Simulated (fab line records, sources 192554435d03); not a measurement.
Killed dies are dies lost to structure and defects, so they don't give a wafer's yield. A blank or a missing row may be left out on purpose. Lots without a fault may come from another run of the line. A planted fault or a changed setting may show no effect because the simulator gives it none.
fab line records | flow n5_finfet
record lots=5 wafers=15 last_day=17
route steps=1938 shown SDB@362 DUMMY_REMOVAL@377 BEOL_M4@1111 PASSIVATION@1936
lots that met no fault: from a run of the same line without faults
start_h: hours from the record's first day to the start of the lot's first wafer shown | wait_h: hours since the lot's step before | " the same as in the row above | L1.1+2: a row that stands for several wafers | - no value, or no start given | * or withheld: withheld | < > ~ a bound
route shown NAME@n: a module of which the file shows steps, and the number in the route of the first | usual: mean/standard deviation of fault-free wafers | same: alike in all rows | chamber/n: place in a boat | sites: the reading at each site | _std_site: their standard deviation | _edge_site: outer sites' mean less inner sites' | radius_mm: how far each site lies from the wafer's centre | mask NAME#n: copy n | behind: the tool/chamber that last shaped the wafer | hold: why the lot was held/for how many hours/how that ended | device: the transistor (n, p or np) that didn't switch | end of line: the same wafers' tests at the end of the route | a step without rows: its recipe alone | killed: dies lost to structure and defects at the first sort, not the wafer's yield | map: a wafer's dies, x killed, . not, _ none there
set.NAME: the setting as run; set.NAME@STEP: as run at that earlier step | model.NAME: the simulator's own value behind a step, which no gauge read
lots at some steps of the route; a table a step, a row a wafer
services: from which hour (start_h, from the record's first day; less than 0 if before it) a tool's chamber was out of use, for how many hours, and why
## steps
# step N5_SDB_STRIP_19
# recipe chemistry=N2/H2 temp_c=40 n2_flow_sccm=200 h2_flow_sccm=200 rf_frequency_hz=6e+07
# step N5_SDB_STRIP_21
# recipe chemistry=CF4 resist=SiARC power_w=300 bias_power_w=75 pressure_mtorr=50 cf4_flow_sccm=150 rf_frequency_hz=6e+07
# step N5_SDB_HM_OPEN_20
# recipe chemistry=CH3F/O2 target=SiNx mask_material=SOC target_depth_a=240 stop_on=poly-Si over_etch_frac=0.4 ion_energy_ev=120 pressure_mtorr=30 source_w=395 bias_w=73 Ar_flow_sccm=150 CH3F_flow_sccm=30 O2_flow_sccm=20
# usual drypump_motor_current_A=5.7/0.55 mfc_ar_sccm=150.0/0.49 oes_product_au=0.67/0.073 rf_vpp_V=297.3/2.8 showerhead_plenum_p_Torr=2.04/0.061 throttle_valve_pct=16.29/0.21
# columns lot.wafer tool chamber start_h wait_h drypump_motor_current_A mfc_ar_sccm oes_product_au rf_hours_counter_h rf_vpp_V showerhead_plenum_p_Torr throttle_valve_pct
L776.1 rie_diel-04 3 66.80 0.0 5.4 149.6 0.77 13 299.2 2.13 16.03
L776.2 " 0 " " 5.8 150.3 0.57 225 293.8 1.97 16.56
L776.3 " 1 " " 6.6 149.4 0.64 128 304.3 2.09 16.56
L782.2 rie_diel-04 3 103.58 0.0 5.4 149.6 0.74 25 298.9 2.13 16.05
L782.3 " 0 " " 5.8 148.6 0.56 237 292.7 1.97 16.55
L782.4 " 1 " " 6.6 150.1 0.63 140 301.4 2.09 16.57
L790.3 rie_diel-02 3 155.48 0.0 4.7 150.0 0.61 189 297.4 1.99 16.39
L790.4 " 3 " " 4.7 150.6 0.62 - 296.0 1.99 16.39
L790.5 " 2 " " 5.5 150.7 0.77 - 296.1 1.97 16.07
L796.1 rie_diel-04 3 187.13 0.0 5.4 150.6 0.70 60 299.5 2.11 16.13
L796.2 " 1 " " 6.6 150.2 0.61 176 302.3 2.08 16.65
L796.3 " 2 " " 5.7 149.8 0.64 113 296.3 2.01 16.41
L798.3 rie_diel-04 2 198.20 0.0 5.7 150.3 0.63 114 296.5 2.01 16.42
L798.4 " 3 " " 5.4 150.2 0.68 65 298.8 2.11 16.13
L798.6 " 0 " " 5.9 150.7 0.78 - 292.9 1.96 16.14
# step N5_SDB_STRIP_22
# recipe chemistry=N2/H2 power_w=1000 temp_c=250 h2_frac=0.65 overash_fraction=0.3 pressure_mtorr=withheld n2_flow_sccm=1750 h2_flow_sccm=3250
# usual drypump_motor_current_A=6.3/0.33 heater_power_w=316/18 oes_product_au=0.715/0.0046 strip_time_to_endpoint_s=96.4/0.39
# columns lot.wafer tool chamber start_h wait_h drypump_motor_current_A heater_power_w oes_product_au rf_hours_counter_h strip_time_to_endpoint_s
L776.1 plasma_asher-01 0 66.88 0.1 6.1 291 0.715 34 95.5
L776.2 " 1 " " 6.8 312 0.714 34 96.8
L776.3 " 0 " " 6.1 301 0.720 - 96.3
L782.2 plasma_asher-01 0 103.66 0.1 6.1 303 0.719 42 96.4
L782.3 " 0 " " 6.1 306 0.721 - 97.1
L782.4 " 1 " " 6.8 315 0.718 - 96.8
L790.3 plasma_asher-02 1 155.60 0.1 6.2 345 0.720 - 96.7
L790.4 " 0 " " 5.9 326 0.712 - 96.6
L790.5 " 0 " " 6.0 329 0.716 - 96.6
L796.1 plasma_asher-02 1 187.21 0.1 6.2 337 0.717 105 96.1
L796.2 " 0 " " 6.0 334 0.708 105 96.5
L796.3 " 0 " " 5.9 334 0.718 - 96.1
L798.3 plasma_asher-02 1 198.33 0.1 6.1 334 0.709 - 96.2
L798.4 " 0 " " 5.9 326 0.720 - 96.1
L798.6 " 1 " " 6.1 343 0.713 - 95.9
# step N5_SDB_PRECLEAN_23
# recipe chemistry=dHF time_s=30 temp_c=25 dilution=withheld
# step N5_SDB_DUMMY_REMOVE_24
# recipe chemistry=TMAH temp_c=70 target=poly-Si stop_on=SiO2 target_depth_nm=142 conc_wt_pct=5 time_s=57 dry=ipa_marangoni rinse_time_s=30 rinse_temp_c=23
# step N5_SDB_ETCH_25
# recipe chemistry=C4F6/O2 target=SiO2 target_depth_a=100 time_s=3.3 ion_energy_ev=250 mask_material=SiNx pressure_mtorr=30 source_w=345 bias_w=185 Ar_flow_sccm=300 C4F6_flow_sccm=10 O2_flow_sccm=10
# usual drypump_motor_current_A=5.5/0.5 mfc_ar_sccm=300.0/0.94 oes_product_au=0.82/0.095 rf_vpp_V=664/5 showerhead_plenum_p_Torr=2.89/0.084 throttle_valve_pct=21.09/0.17
# columns lot.wafer tool chamber start_h wait_h drypump_motor_current_A mfc_ar_sccm oes_product_au rf_hours_counter_h rf_vpp_V showerhead_plenum_p_Torr throttle_valve_pct
L776.1 rie_diel-04 2 67.29 0.2 5.7 299.0 0.83 71 664 2.87 21.18
L776.2 " 1 " " 6.6 298.9 0.77 128 678 2.97 21.44
L776.3 " 3 " " 5.4 299.4 0.93 13 668 3.02 20.90
L782.2 rie_diel-03 2 104.37 0.5 5.4 299.1 0.70 221 661 2.81 21.13
L782.3 " 3 " " 4.9 300.1 0.74 171 672 2.83 21.20
L782.4 " 2 " " 5.4 299.7 0.70 - 661 2.81 21.15
L790.3 rie_diel-02 1 155.78 0.0 4.9 301.2 0.82 79 664 2.87 20.93
L790.4 " 3 " " 4.7 300.0 0.73 - 663 2.84 21.20
L790.5 " 2 " " 5.5 300.2 0.93 - 662 2.81 20.96
L796.1 rie_diel-04 2 187.43 0.0 5.7 299.0 0.79 113 665 2.85 21.22
L796.2 " 0 " " 5.8 300.2 0.99 2 660 2.79 21.03
L796.3 " 3 " " 5.4 299.3 0.86 60 668 3.00 20.99
L798.3 rie_diel-02 1 198.51 0.0 4.9 300.4 0.81 93 664 2.86 20.93
L798.4 " 2 " " 5.5 300.7 0.89 25 662 2.80 21.00
L798.6 " 3 " " 4.7 300.3 0.72 - 664 2.83 21.20
# step N5_SDB_CUT_ETCH_26
# recipe chemistry=HBr/Cl2/O2 target=Si target_depth_a=1296 bt_time_s=20 mask_material=SiNx time_s=51.8 ion_energy_ev=* bias_w=* pressure_mtorr=10 icp_w=800 HBr_flow_sccm=150 Cl2_flow_sccm=80 O2_flow_sccm=12
# usual drypump_motor_current_A=5.7/0.48 oes_product_au=0.995/0.019 throttle_valve_pct=37.30/0.23
# columns lot.wafer tool chamber start_h wait_h drypump_motor_current_A oes_product_au rf_hours_counter_h throttle_valve_pct
L776.1 rie_si-03 3 67.38 0.1 5.8 0.995 7 37.33
L776.2 " 0 " " 4.9 0.989 159 37.60
L776.3 " 2 " " 5.9 1.008 65 37.66
L782.2 rie_si-01 2 104.45 0.1 5.9 1.024 174 37.51
L782.3 " 3 " " 5.5 1.031 176 37.45
L782.4 " 1 " " 6.6 0.974 166 37.00
L790.3 rie_si-03 1 155.86 0.1 5.4 1.000 3 37.29
L790.4 " 3 " " 5.9 0.999 9 37.32
L790.5 " 0 " " 4.9 0.977 - 37.61
L796.1 rie_si-05 0 187.51 0.1 5.1 0.989 55 37.24
L796.2 " 2 " " 5.8 1.013 75 36.80
L796.3 " 3 " " 6.5 1.011 128 37.32
L798.3 rie_si-05 3 198.59 0.1 6.5 1.002 128 37.33
L798.4 " 1 " " 5.2 0.986 86 37.12
L798.6 " 0 " " 5.1 0.990 - 37.24
# step N5_SDB_PRECLEAN_38
# recipe chemistry=dHF time_s=10 dilution=750:1 temp_c=25
# step N5_SDB_PRECLEAN_39
# recipe chemistry=O3/DIW time_s=45 temp_c=22 o3_ppm=10
# step N5_SDB_SRD_28
# recipe dry=ipa_marangoni time_s=30 temp_c=23 rinse_liquid=diw
# step N5_SDB_ALD_29
# recipe material=SiNx target_thk_a=300 temp_c=400 ald_precursor_family=SiH2I2 ald_co_reactant=N2/H2-plasma pulse_time_s=1 ald_cycles=600 purge_time_s=2 co_reactant_purge_time_s=2 pressure_torr=2
# usual heater_power_w=804/81 precursor_pulse_height_rel=1.001/0.016
# columns lot.wafer tool chamber start_h wait_h heater_power_w precursor_pulse_height_rel
L776.1 ald_sin-02 1 67.56 0.0 758 0.993
L776.2 " 3 " " 764 0.982
L776.3 " 2 " " 736 1.027
L782.2 ald_sin-03 0 104.63 0.0 912 0.991
L782.3 " 3 " " 669 0.996
L782.4 " 2 " " 777 0.996
L790.3 ald_sin-01 2 156.10 0.1 873 0.977
L790.4 " 0 " " 836 1.006
L790.5 " 0 157.45 1.4 852 1.026
L796.1 ald_sin-02 2 188.58 0.9 795 0.982
L796.2 " 1 " " 718 0.988
L796.3 " 3 " " 760 0.994
L798.3 ald_sin-01 3 198.98 0.2 757 0.992
L798.4 " 0 " " 844 0.994
L798.6 " 2 200.33 1.6 896 0.999
# step N5_SDB_CMP_30
# recipe stop_on=poly-Si t_overpolish_s=1.54 post_cmp_clean=alkaline_brush down_force_psi=4.1491 platen_rpm=51.796 pad_velocity_m_s=1.0306 target_thk_nm=30
# usual motor_current_A=12.9/1.5 overpolish_run_s=1.540/0.0091 pad_life_wafers=974/450 slurry_flow_ml_min=150.0/0.4 time_to_endpoint_s=15.8/1.8
# columns lot.wafer tool chamber start_h wait_h motor_current_A overpolish_run_s pad_life_wafers slurry_flow_ml_min time_to_endpoint_s model.a-Si_of_DUMMY_GATE_CVD_03.thk_nm
L776.1 cmp-03 3 70.30 1.4 12.3 1.542 36 149.9 18.6 63
L776.2 " 0 " " 13.0 1.544 37 149.9 15.5 62.6
L776.3 " 2 " " 11.9 1.539 39 150.2 19.0 62.4
L782.4 cmp-02 2 107.37 1.4 10.9 1.538 1104 150.0 15.3 62.8
L782.3 " 0 " " 11.2 1.558 1106 150.1 15.8 63.6
L782.2 " 1 " " 12.5 1.541 1107 150.2 14.5 63.2
L790.4 cmp-03 0 158.83 1.4 12.8 1.546 882 149.9 18.7 63.8
L790.3 " 3 " " 11.9 1.551 885 150.3 36.2 66.2
L790.5 " 1 " " 13.2 1.538 - 149.6 19.5 62.6
L796.2 cmp-01 1 191.31 1.4 15.2 1.536 1386 150.4 13.4 64
L796.1 " 2 " " 11.4 1.543 1387 149.7 16.3 64
L796.3 " 3 " " 11.7 1.546 1388 149.5 15.5 62.2
L798.4 cmp-01 2 201.75 1.4 11.1 1.537 1495 149.7 17.3 62.8
L798.3 " 3 " " 12.4 1.543 1496 150.2 15.1 64.6
L798.6 " 1 " " 17.3 1.541 - 150.4 16.1 62.8
# step N5_SDB_THK_MEAS_31
# recipe reads=a-Si_of_DUMMY_GATE_CVD_03
# usual SDB_THK=63.8/0.85
# columns lot.wafer tool chamber start_h wait_h SDB_THK[nm]
L776.1 film_metro-02 - 70.59 - 63.1
L776.2 " - " " 62.7
L776.3 " - " " 62.4
L782.2 film_metro-02 - 107.66 - 63.2
L782.3 " - " " 63.7
L782.4 " - " " 62.8
L790.3 film_metro-02 - 159.13 - 66.2
L790.4 " - " " 63.7
L790.5 " - " " 62.6
L796.1 film_metro-01 - 191.60 - 63.9
L796.2 " - " " 64.0
L796.3 " - " " 62.2
L798.3 film_metro-02 - 202.01 - 64.7
L798.4 " - " " 62.8
L798.6 " - " " 62.8
# step N5_SDB_INSPECT_36
# recipe inspect_instrument=darkfield mode=post_cmp
# usual raw_defect_count=37/18
# columns lot.wafer tool chamber start_h wait_h raw_defect_count
L776.1 defect_inspect-01 - 70.62 0.0 107
L776.2 " - " " 55
L776.3 " - " " 31
L782.2 defect_inspect-01 - 107.69 0.0 28
L782.3 " - " " 30
L782.4 " - " " 33
L790.3 defect_inspect-02 - 159.43 0.3 34
L790.4 " - " " 42
L790.5 " - " " 38
L796.1 defect_inspect-01 - 191.63 0.0 30
L796.2 " - " " 20
L796.3 " - " " 19
L798.3 defect_inspect-01 - 202.04 0.0 37
L798.4 " - " " 42
L798.6 " - " " 38
# step N5_DUMMY_REMOVAL_HM_STRIP_01
# recipe chemistry=CH3F/O2 material=SiNx target_depth_a=40 stop_on=poly-Si time_s=6.8 over_etch_frac=0.3 ion_energy_ev=60 power_w=410 bias_w=29 Ar_flow_sccm=150 CH3F_flow_sccm=30 O2_flow_sccm=20
# usual drypump_motor_current_A=5.9/0.39 mfc_ar_sccm=150.0/0.44 oes_product_au=0.63/0.061 rf_vpp_V=127.2/1.1 showerhead_plenum_p_Torr=1.97/0.077 throttle_valve_pct=16.40/0.26
# columns lot.wafer tool chamber start_h wait_h drypump_motor_current_A mfc_ar_sccm oes_product_au rf_hours_counter_h rf_vpp_V showerhead_plenum_p_Torr throttle_valve_pct model.a-Si_of_DUMMY_GATE_CVD_03.thk_nm
L776.1 rie_diel-05 3 70.65 0.0 5.2 149.5 0.61 162 126.6 1.92 16.52 63
L776.2 " 2 " " 6.4 150.8 0.56 203 125.2 1.89 16.70 62.6
L776.3 " 1 " " 6.1 150.0 0.62 144 127.4 2.09 16.51 62.4
L782.2 rie_diel-01 3 107.72 0.0 5.4 149.7 0.60 188 128.2 1.91 16.37 63.2
L782.3 " 0 " " 5.3 150.5 0.64 113 128.7 2.02 16.24 63.6
L782.4 " 1 " " 5.5 150.0 0.61 192 128.5 2.06 16.45 62.8
L790.3 rie_diel-05 3 159.47 0.0 5.2 150.7 0.59 188 127.4 1.91 16.55 66.2
L790.4 " 1 " " 6.1 150.6 0.60 168 127.9 2.08 16.55 63.8
L790.5 " 1 " " 6.1 150.0 0.60 - 129.0 2.08 16.55 62.6
L796.1 rie_diel-06 3 191.67 0.0 6.0 150.0 0.76 15 126.8 1.97 16.16 64
L796.2 " 0 " " 5.8 150.0 0.64 123 128.0 1.92 16.03 64
L796.3 " 1 " " 6.4 149.3 0.73 32 129.7 2.13 16.15 62.2
L798.3 rie_diel-06 3 202.07 0.0 6.0 150.1 0.73 18 128.1 1.97 16.17 64.6
L798.4 " 2 " " 5.9 149.6 0.56 237 127.0 1.97 16.69 62.8
L798.6 " 1 " " 6.4 149.2 0.73 - 128.9 2.12 16.16 62.8
# step N5_DUMMY_REMOVAL_STRIP_10
# recipe chemistry=N2/H2 time_s=40 power_w=100 temp_c=40 pressure_mtorr=100 rf_frequency_hz=6e+07 bias_power_w=3 n2_flow_sccm=300 h2_flow_sccm=300
# step N5_BEOL_M4_RC_MEAS_101
# usual DIBL_N=36.2/1.4 DIBL_P=36.1/1.5 IOFF_N=0.153/0.02 IOFF_P=0.215/0.03 ION_N=672/8.6 ION_P=463/6.8 SS_N=71.5/0.47 SS_P=73.3/0.57 VT_N=250.6/2.4 VT_P=-249/3.2
# columns lot.wafer tool chamber start_h wait_h DIBL_N[mV/V] DIBL_P[mV/V] IOFF_N[nA/um] IOFF_P[nA/um] ION_N[uA/um] ION_P[uA/um] SS_N[mV/dec] SS_P[mV/dec] VT_N[mV] VT_P[mV]
L776.1 prober-01 0 169.59 0.0 37.4 37.9 0.150 0.244 675 467 71.5 71.8 251.2 -248
L776.2 " 0 " " 37.9 38.5 0.170 0.261 672 463 72.5 73.0 251.4 -246
L776.3 " 0 " " 36.5 36.5 0.138 0.217 680 470 71.1 72.0 250.9 -248
L782.2 prober-01 0 221.48 0.2 34.3 34.7 0.138 0.226 668 469 71.3 72.8 252.9 -244
L782.3 " 0 " " 36.4 38.1 0.179 0.274 684 477 71.9 74.1 247.6 -244
L782.4 " 0 " " 37.2 38.4 0.186 0.291 683 476 72.1 73.5 247.1 -243
L790.3 prober-01 0 246.73 0.3 36.1 34.5 0.146 0.215 677 468 71.2 72.4 249.5 -248
L790.4 " 0 " " 37.5 35.7 0.163 0.234 676 458 71.9 73.2 251.7 -248
L790.5 " 0 " " 35.4 33.5 0.134 0.196 673 467 70.7 72.8 249.2 -248
L796.1 prober-02 0 286.65 0.0 34.9 35.0 0.122 0.182 658 455 71.6 72.9 254.1 -256
L796.2 " 0 " " 34.4 35.0 0.121 0.175 658 461 71.9 72.4 252.2 -252
L796.3 " 0 " " 35.4 35.5 0.130 0.185 666 460 71.5 72.8 251.6 -252
L798.3 prober-02 0 296.38 0.3 34.8 34.6 0.134 0.198 654 459 71.3 73.3 251.4 -253
L798.4 " 0 " " 34.8 34.2 0.133 0.192 668 460 70.8 73.5 252.2 -250
L798.6 " 0 " " 34.9 34.3 0.140 0.189 670 464 71.2 73.7 251.2 -252
# step N5_PASSIVATION_PROBE_49
# usual defect_limited_yield=91.3/1.3 killed_at_M0_to_M3=35/13 killed_at_M4_up=13/5.2 killed_at_contacts=12/6.2 killed_at_front_end=39/9.6 killed_at_other=3.1/2.6 killed_dies=102/16 killed_open=68/13 killed_short=33/6.9 sort_bin_5_function=5.1/0.87 sort_bin_6_memory=3.3/0.67 sort_n_pass=1078/16 sort_yield_pct=91.3/1.3
# same gross_dies=1180 killed_at_back_side=0 sort_bin_4_leakage[%]=0 sort_bin_8_speed[%]=0
# columns lot.wafer tool chamber start_h wait_h defect_limited_yield[%] killed_at_M0_to_M3 killed_at_M4_up killed_at_contacts killed_at_front_end killed_at_other killed_dies killed_open killed_short sort_bin_5_function[%] sort_bin_6_memory[%] sort_n_pass sort_yield_pct[%]
L796.1 prober-01 - 388.53 0.0 93.1 22 9 16 28 7 82 56 26 4.0 2.8 1098 93.1
L796.2 prober-01 - 388.58 0.1 92.6 30 14 17 23 3 87 54 33 3.4 3.9 1093 92.6
L796.3 prober-01 - 388.63 0.1 91.8 26 14 12 37 8 97 61 31 4.6 3.0 1083 91.8
# killed by level:class
L796.1 MOL_CONTACT_COAG:geometric_particle:short=9 FIN_SAQP:geometric_particle:open=8 BEOL_M3:geometric_particle:open=8 MOL_CONTACT_COAG:geometric_particle:open=7 STI_FIN_REVEAL:geometric_particle:open=5 BEOL_M4:geometric_particle:open=5 BEOL_M0_SAQP:geometric_particle:open=4 FIN_SAQP:geometric_particle:short=3
L796.2 MOL_CONTACT_COAG:geometric_particle:open=12 STI_FIN_REVEAL:geometric_particle:open=7 BEOL_M0_SAQP:geometric_particle:short=7 BEOL_M3:geometric_particle:short=6 MOL_CONTACT_COAG:geometric_particle:short=5 BEOL_M0_SAQP:geometric_particle:open=5 BEOL_M1:geometric_particle:open=5 BEOL_M4:geometric_particle:open=5
L796.3 MOL_CONTACT_COAG:geometric_particle:open=9 GATE_CUT:geometric_particle:short=7 STI_FIN_REVEAL:geometric_particle:open=6 FIN_SAQP:geometric_particle:open=5 BEOL_M0_SAQP:geometric_particle:open=5 BEOL_M0_SAQP:geometric_particle:short=5 BEOL_M4:geometric_particle:open=5 HKMG_FIN:area_etch=5
## services
# columns tool chamber start_h hours kind
cmp-01 - 49.70 1.3 repair
ald_sin-01 1 49.84 37.6 repair
rie_diel-02 0 54.35 8.7 repair
rie_si-03 3 59.19 2.3 repair
rie_si-03 1 59.50 2.0 repair
cmp-03 - 59.84 4.0 pm
rie_si-03 1 62.74 6.8 repair
rie_diel-02 - 64.28 4.0 pm
rie_diel-05 0 66.44 11.7 repair
rie_si-05 3 69.10 2.3 repair
plasma_asher-02 - 73.47 4.3 pm
rie_diel-05 - 80.53 0.9 repair
ald_sin-01 2 84.94 3.2 repair
ald_sin-02 - 85.37 14.0 pm
rie_diel-05 - 86.91 1.6 repair
rie_diel-05 - 89.31 0.6 repair
cmp-01 - 97.63 1.3 repair
cmp-01 - 107.53 3.9 pm
ald_sin-02 3 124.49 4.0 repair
cmp-01 - 140.37 18.0 pm
rie_diel-04 0 148.40 7.8 repair
rie_diel-04 2 154.57 4.1 repair
rie_diel-04 2 159.80 4.9 repair
rie_diel-04 2 190.24 6.7 repair
## key
first_sign step=N5_SDB_CMP_30 reading=time_to_endpoint_s direction=up sigmas=11 usual=* struck=*
effect none on later readings
model_effect step=N5_SDB_CMP_30 value=a-Si_of_DUMMY_GATE_CVD_03.thk_nm without=64.2 struck=66.2
model_effect step=N5_DUMMY_REMOVAL_HM_STRIP_01 value=a-Si_of_DUMMY_GATE_CVD_03.thk_nm without=64.2 struck=66.2
met_at N5_SDB_CMP_30
struck_wafers L790.3
onset_between 70.30 158.83
fault kind=process_parameter_drift tool=cmp-03 chamber=- onset_h=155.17 steps=N5_SDB_CMP_30 channel=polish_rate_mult offset=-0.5 shape=step end_h=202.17 scope=struck_wafers_only
